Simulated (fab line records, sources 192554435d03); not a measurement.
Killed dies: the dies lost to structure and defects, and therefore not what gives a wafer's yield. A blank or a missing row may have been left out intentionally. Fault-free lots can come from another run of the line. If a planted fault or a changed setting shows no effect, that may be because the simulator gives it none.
What tool caused it? ; flow n5-finfet ; 24 lots, 72 wafers sampled, at 6 steps of a route of 1938

WHAT THE GAUGES SHOWED, per wafer
N5_BEOL_M1_THK_MEAS_53: measures by xrf.
lot;measured;on;M1_THK (nm)
L074;day 6 13:01;film-metro-02;38.8 41.5 39.8
L075;day 6 23:13;film-metro-02;39.6 42.1 40.6
L076;day 7 01:26;film-metro-02;38.6 38.9 39.7
L077;day 7 08:36;film-metro-01;40.2 40.1 42.1
L078;day 7 08:50;film-metro-02;40.0 40.0 40.0
L079;day 8 17:59;film-metro-02;41.9 39.8 40.5
L080;day 8 19:53;film-metro-01;41.4 42.3 41.4
L081;day 8 20:07;film-metro-01;41.7 41.6 41.4
L082;day 10 09:11;film-metro-01;39.6 38.7 37.5
L083;day 10 14:26;film-metro-02;39.3 41.7 41.9
L084;day 10 15:59;film-metro-01;41.5 39.1 42.7
L085;day 11 02:34;film-metro-02;39.6 38.4 40.0
L086;day 11 05:31;film-metro-01;38.7 40.8 41.9
L087;day 11 08:28;film-metro-02;38.6 40.8 40.8
L088;day 11 08:15;film-metro-01;40.4 42.1 40.6
L089;day 12 15:39;film-metro-02;41.4 41.8 42.7
L092;day 12 19:27;film-metro-01;39.0 38.0 40.3
L090;day 12 19:20;film-metro-01;39.5 41.7 40.8
L091;day 12 19:56;film-metro-01;38.6 41.9 42.2
L093;day 12 22:44;film-metro-01;40.7 39.5 41.9
L096;day 14 02:14;film-metro-01;41.1 41.4 39.4
L095;day 14 02:29;film-metro-02;38.0 39.4 40.7
L094;day 14 03:08;film-metro-02;40.1 42.3 41.5
L097;day 14 04:23;film-metro-02;42.5 41.1 41.6

EACH LOT AND THE TOOL THAT RAN IT (in order: tool; ch and the chambers of the sampled wafers; start)
lot;N5_BEOL_M1_ETCHBACK_99;N5_BEOL_M1_SPUTTER_48;N5_BEOL_M1_ANNEAL_82;N5_BEOL_M1_SPUTTER_88;N5_BEOL_M1_ANNEAL_91
L074;rie-diel-02 ch 1,2, day 6 06:29;pvd-sputter-02, day 6 10:28;pvd-sputter-02, day 6 10:59;pvd-sputter-02, day 6 11:21;pvd-sputter-02, day 6 11:39
L075;rie-diel-03 ch 1,2,3, day 6 19:09;pvd-sputter-02, day 6 20:40;pvd-sputter-02, day 6 21:11;pvd-sputter-02, day 6 21:33;pvd-sputter-02, day 6 21:51
L076;rie-diel-02 ch 0,2, day 6 19:37;pvd-sputter-03, day 6 22:53;pvd-sputter-03, day 6 23:25;pvd-sputter-03, day 6 23:46;pvd-sputter-03, day 7 00:04
L077;rie-diel-05 ch 1,2,3, day 7 04:39;pvd-sputter-01, day 7 06:03;pvd-sputter-01, day 7 06:34;pvd-sputter-01, day 7 06:56;pvd-sputter-01, day 7 07:14
L078;rie-diel-02 ch 1,2, day 7 04:39;pvd-sputter-03, day 7 06:15;pvd-sputter-03, day 7 06:46;pvd-sputter-03, day 7 07:08;pvd-sputter-03, day 7 07:26
L079;rie-diel-02 ch 1,2, day 8 13:50;pvd-sputter-03, day 8 15:26;pvd-sputter-03, day 8 15:58;pvd-sputter-03, day 8 16:19;pvd-sputter-03, day 8 16:37
L080;rie-diel-03 ch 0,2,3, day 8 14:17;pvd-sputter-03, day 8 17:19;pvd-sputter-03, day 8 17:50;pvd-sputter-03, day 8 18:12;pvd-sputter-03, day 8 18:30
L081;rie-diel-02 ch 1,2,3, day 8 14:35;pvd-sputter-01, day 8 17:33;pvd-sputter-01, day 8 18:04;pvd-sputter-01, day 8 18:26;pvd-sputter-01, day 8 18:44
L082;rie-diel-02 ch 0,2,3, day 10 04:47;pvd-sputter-01, day 10 06:31;pvd-sputter-01, day 10 07:02;pvd-sputter-01, day 10 07:24;pvd-sputter-01, day 10 07:42
L083;rie-diel-02 ch 0,2,3, day 10 08:30;pvd-sputter-02, day 10 11:50;pvd-sputter-02, day 10 12:21;pvd-sputter-02, day 10 12:43;pvd-sputter-02, day 10 13:01
L084;rie-diel-02 ch 0,1,2, day 10 11:38;pvd-sputter-01, day 10 13:26;pvd-sputter-01, day 10 13:57;pvd-sputter-01, day 10 14:19;pvd-sputter-01, day 10 14:37
L085;rie-diel-03 ch 1,3, day 10 22:30;pvd-sputter-03, day 11 00:01;pvd-sputter-03, day 11 00:32;pvd-sputter-03, day 11 00:53;pvd-sputter-03, day 11 01:11
L086;rie-diel-05 ch 0,1,2, day 11 00:58;pvd-sputter-02, day 11 02:58;pvd-sputter-02, day 11 03:29;pvd-sputter-02, day 11 03:50;pvd-sputter-02, day 11 04:08
L087;rie-diel-03 ch 0,2, day 11 03:50;pvd-sputter-03, day 11 05:40;pvd-sputter-03, day 11 06:11;pvd-sputter-03, day 11 06:33;pvd-sputter-03, day 11 06:51
L088;rie-diel-03 ch 1,3, day 11 04:19;pvd-sputter-02, day 11 05:36;pvd-sputter-02, day 11 06:07;pvd-sputter-02, day 11 06:29;pvd-sputter-02, day 11 06:47
L089;rie-diel-05 ch 2,3, day 12 10:46;pvd-sputter-03, day 12 12:50;pvd-sputter-03, day 12 13:21;pvd-sputter-03, day 12 13:43;pvd-sputter-03, day 12 14:01
L092;rie-diel-02 ch 0,2,3, day 12 14:41;pvd-sputter-03, day 12 16:31;pvd-sputter-03, day 12 17:02;pvd-sputter-03, day 12 17:23;pvd-sputter-03, day 12 17:41
L090;rie-diel-02 ch 2,3, day 12 15:03;pvd-sputter-01, day 12 16:43;pvd-sputter-01, day 12 17:14;pvd-sputter-01, day 12 17:36;pvd-sputter-01, day 12 17:54
L091;rie-diel-05 ch 2,3, day 12 15:31;pvd-sputter-02, day 12 17:23;pvd-sputter-02, day 12 17:55;pvd-sputter-02, day 12 18:16;pvd-sputter-02, day 12 18:34
L093;rie-diel-05 ch 0,1,3, day 12 18:53;pvd-sputter-03, day 12 20:11;pvd-sputter-03, day 12 20:43;pvd-sputter-03, day 12 21:04;pvd-sputter-03, day 12 21:22
L096;rie-diel-05 ch 0,2,3, day 13 22:32;pvd-sputter-01, day 13 23:40;pvd-sputter-01, day 14 00:11;pvd-sputter-01, day 14 00:33;pvd-sputter-01, day 14 00:51
L095;rie-diel-02 ch 0,2,3, day 13 22:32;pvd-sputter-02, day 13 23:41;pvd-sputter-02, day 14 00:13;pvd-sputter-02, day 14 00:34;pvd-sputter-02, day 14 00:52
L094;rie-diel-05 ch 1,2, day 13 23:20;pvd-sputter-03, day 14 00:34;pvd-sputter-03, day 14 01:05;pvd-sputter-03, day 14 01:27;pvd-sputter-03, day 14 01:45
L097;rie-diel-02 ch 1,2,3, day 13 23:47;pvd-sputter-01, day 14 01:50;pvd-sputter-01, day 14 02:21;pvd-sputter-01, day 14 02:43;pvd-sputter-01, day 14 03:01
- N5_BEOL_M1_ETCHBACK_99: etches SiO2 in CHF3, target depth 5 nm, time 10.4 s.
- N5_BEOL_M1_SPUTTER_48: material Cu, target thk 4.5 nm, time 8.29 s.
- N5_BEOL_M1_ANNEAL_82: time 240 s.
- N5_BEOL_M1_SPUTTER_88: material Cu, target thk 4.5 nm, time 8.29 s.
- N5_BEOL_M1_ANNEAL_91: time 240 s.

AS READ BY THE TOOLS THEMSELVES (means over the sampled wafers that have a number; for cases with no such wafer, the mark the record gives instead)
N5_BEOL_M1_ETCHBACK_99.
lot;tool;CHF3_flow_sccm (sccm);drypump-motor-current-A (A);oes-product-au (a.u.);rf-vpp-V (V);showerhead-plenum-p-Torr (Torr);throttle-valve-pct (%)
L074;rie-diel-02;11.97;5.9;0.84;239.7;2.09;17.12
L075;rie-diel-03;12.03;5.7;0.71;240.5;2.15;17.29
L076;rie-diel-02;11.97;5.2;0.74;239.6;2.17;17.26
L077;rie-diel-05;11.97;5.9;0.88;242.0;2.16;17.04
L078;rie-diel-02;11.98;5.9;0.83;240.0;2.09;17.12
L079;rie-diel-02;11.98;5.7;0.79;239.2;2.07;17.21
L080;rie-diel-03;12.00;5.7;0.74;241.5;2.19;17.20
L081;rie-diel-02;12.01;5.8;0.78;238.7;2.07;17.11
L082;rie-diel-02;12.01;5.6;0.86;238.1;2.12;17.00
L083;rie-diel-02;11.99;5.6;0.86;239.0;2.12;17.01
L084;rie-diel-02;11.99;5.5;0.86;239.2;2.12;17.08
L085;rie-diel-03;12.01;5.6;0.71;239.1;2.18;17.41
L086;rie-diel-05;11.97;5.8;0.83;241.7;2.14;16.91
L087;rie-diel-03;12.02;5.8;0.73;241.6;2.12;17.21
L088;rie-diel-03;12.03;5.6;0.70;239.7;2.20;17.34
L089;rie-diel-05;12.01;6.3;0.80;241.7;2.13;17.28
L092;rie-diel-02;11.98;5.6;0.83;239.5;2.11;17.03
L090;rie-diel-02;12.00;6.0;0.80;238.5;2.08;17.09
L091;rie-diel-05;11.99;6.3;0.80;242.1;2.13;17.27
L093;rie-diel-05;12.01;5.8;0.77;242.0;2.15;17.07
L096;rie-diel-05;11.99;6.1;0.76;241.1;2.12;17.16
L095;rie-diel-02;12.00;5.6;0.82;239.2;2.11;17.05
L094;rie-diel-05;11.96;5.6;0.87;242.1;2.16;16.92
L097;rie-diel-02;11.99;5.8;0.75;237.3;2.06;17.17

N5_BEOL_M1_SPUTTER_48.
lot;tool;throttle-valve-pct (%)
L074;pvd-sputter-02;29.0
L075;pvd-sputter-02;29.9
L076;pvd-sputter-03;29.1
L077;pvd-sputter-01;29.2
L078;pvd-sputter-03;28.3
L079;pvd-sputter-03;28.8
L080;pvd-sputter-03;29.3
L081;pvd-sputter-01;30.3
L082;pvd-sputter-01;29.5
L083;pvd-sputter-02;29.6
L084;pvd-sputter-01;29.5
L085;pvd-sputter-03;29.8
L086;pvd-sputter-02;30.0
L087;pvd-sputter-03;29.6
L088;pvd-sputter-02;29.9
L089;pvd-sputter-03;28.3
L092;pvd-sputter-03;29.5
L090;pvd-sputter-01;28.8
L091;pvd-sputter-02;30.1
L093;pvd-sputter-03;29.8
L096;pvd-sputter-01;29.9
L095;pvd-sputter-02;29.6
L094;pvd-sputter-03;28.7
L097;pvd-sputter-01;30.3

N5_BEOL_M1_ANNEAL_82.
lot;tool;heater-power-w (W)
L074;pvd-sputter-02;905
L075;pvd-sputter-02;874
L076;pvd-sputter-03;769
L077;pvd-sputter-01;916
L078;pvd-sputter-03;789
L079;pvd-sputter-03;767
L080;pvd-sputter-03;769
L081;pvd-sputter-01;972
L082;pvd-sputter-01;917
L083;pvd-sputter-02;926
L084;pvd-sputter-01;911
L085;pvd-sputter-03;717
L086;pvd-sputter-02;880
L087;pvd-sputter-03;755
L088;pvd-sputter-02;921
L089;pvd-sputter-03;743
L092;pvd-sputter-03;788
L090;pvd-sputter-01;865
L091;pvd-sputter-02;888
L093;pvd-sputter-03;735
L096;pvd-sputter-01;939
L095;pvd-sputter-02;919
L094;pvd-sputter-03;818
L097;pvd-sputter-01;953

N5_BEOL_M1_SPUTTER_88.
lot;tool;throttle-valve-pct (%)
L074;pvd-sputter-02;28.9
L075;pvd-sputter-02;30.1
L076;pvd-sputter-03;29.1
L077;pvd-sputter-01;29.4
L078;pvd-sputter-03;28.3
L079;pvd-sputter-03;28.7
L080;pvd-sputter-03;29.3
L081;pvd-sputter-01;30.3
L082;pvd-sputter-01;29.5
L083;pvd-sputter-02;29.6
L084;pvd-sputter-01;29.4
L085;pvd-sputter-03;29.6
L086;pvd-sputter-02;30.2
L087;pvd-sputter-03;29.7
L088;pvd-sputter-02;29.5
L089;pvd-sputter-03;28.3
L092;pvd-sputter-03;29.5
L090;pvd-sputter-01;28.7
L091;pvd-sputter-02;30.0
L093;pvd-sputter-03;29.7
L096;pvd-sputter-01;30.0
L095;pvd-sputter-02;29.6
L094;pvd-sputter-03;28.7
L097;pvd-sputter-01;30.4

N5_BEOL_M1_ANNEAL_91.
lot;tool;heater-power-w (W)
L074;pvd-sputter-02;905
L075;pvd-sputter-02;875
L076;pvd-sputter-03;763
L077;pvd-sputter-01;922
L078;pvd-sputter-03;778
L079;pvd-sputter-03;767
L080;pvd-sputter-03;779
L081;pvd-sputter-01;978
L082;pvd-sputter-01;905
L083;pvd-sputter-02;921
L084;pvd-sputter-01;923
L085;pvd-sputter-03;720
L086;pvd-sputter-02;880
L087;pvd-sputter-03;757
L088;pvd-sputter-02;911
L089;pvd-sputter-03;749
L092;pvd-sputter-03;792
L090;pvd-sputter-01;858
L091;pvd-sputter-02;872
L093;pvd-sputter-03;727
L096;pvd-sputter-01;915
L095;pvd-sputter-02;924
L094;pvd-sputter-03;794
L097;pvd-sputter-01;925

THE ANSWER, worked out from the rows above alone
Rule: the lots themselves supply what counts as usual. Put in order of their means at a reading, lots are off if they are a third of the lots or fewer, leave a main group of 4 or more, and stand apart from it by a gap of 3 or more times the standard deviation of the main group's means; of several such gaps the widest counts. The tables above print the reading to a certain number of digits; a main group whose means all agree to those digits is not used. A lot without any number at a reading at which 4 lots or more have one is off too. The other lots that the step has rows for count as sound. Order of review: gauges by route order, followed by the tools' own readings, for which a lot's mean as printed above is used. The first step at which some lot is off is used, and at that step the reading that is off furthest; a lot without a number counts as furthest.
None of the lots is off at any reading shown; this tells nothing.

WHAT WAS PUT IN BY THE SIMULATOR
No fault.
